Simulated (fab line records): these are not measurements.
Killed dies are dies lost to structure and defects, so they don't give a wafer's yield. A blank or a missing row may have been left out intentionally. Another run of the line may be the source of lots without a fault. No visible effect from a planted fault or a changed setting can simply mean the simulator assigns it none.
Chamber matching | flow n5_finfet | N5_BEOL_M1_PRE_CLEAN_60 on cvd_co-02: 3 sister chambers
The step time 15 s. 3 wafers are shown with their chamber, then 12 later ones without.

== EACH WAFER AND ITS CHAMBER ==
wafer  | chamber | heater_power_w (W)
L088.5 | 1       | 86
L091.2 | 0       | 76
L091.4 | 2       | 85

== WAFERS WITHOUT THEIR CHAMBER ==
wafer  | heater_power_w (W)
L090.1 | 86
L090.2 | 87
L090.4 | 74
L094.1 | 86
L094.3 | 71
L094.4 | 75
L097.2 | 74
L097.5 | 86
L097.6 | 87
L096.1 | 86
L096.5 | 86
L096.6 | 87

== THE CHAMBER EACH PASSED THROUGH ==
wafer  | from the rows above     | in truth
L090.1 | can't be placed: 1 or 2 | 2
L090.2 | can't be placed: 1 or 2 | 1
L090.4 | 0                       | 0
L094.1 | can't be placed: 1 or 2 | 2
L094.3 | 0                       | 0
L094.4 | 0                       | 0
L097.2 | 0                       | 0
L097.5 | can't be placed: 1 or 2 | 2
L097.6 | can't be placed: 1 or 2 | 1
L096.1 | can't be placed: 1 or 2 | 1
L096.5 | can't be placed: 1 or 2 | 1
L096.6 | can't be placed: 1 or 2 | 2
Placed correctly: 4 of 12. Cannot be placed on the basis of these rows: 8; the candidates contain the true chamber in 8. Wrongly placed: 0.
How it was worked out, from the rows above alone: a wafer's distance from a chamber is the root of the sum, over the readings, of the square of ((its reading less the chamber's mean) divided by the reading's scatter). If the next closest chamber is less than 2 further off than the closest, the wafer can't be placed; otherwise it belongs to the closest. For every chamber, the mean is computed from those of its wafers that are shown. The scatter (one wafer shown for each chamber): square how far every hidden wafer sits from the nearest shown wafer, average those squares and take the square root.
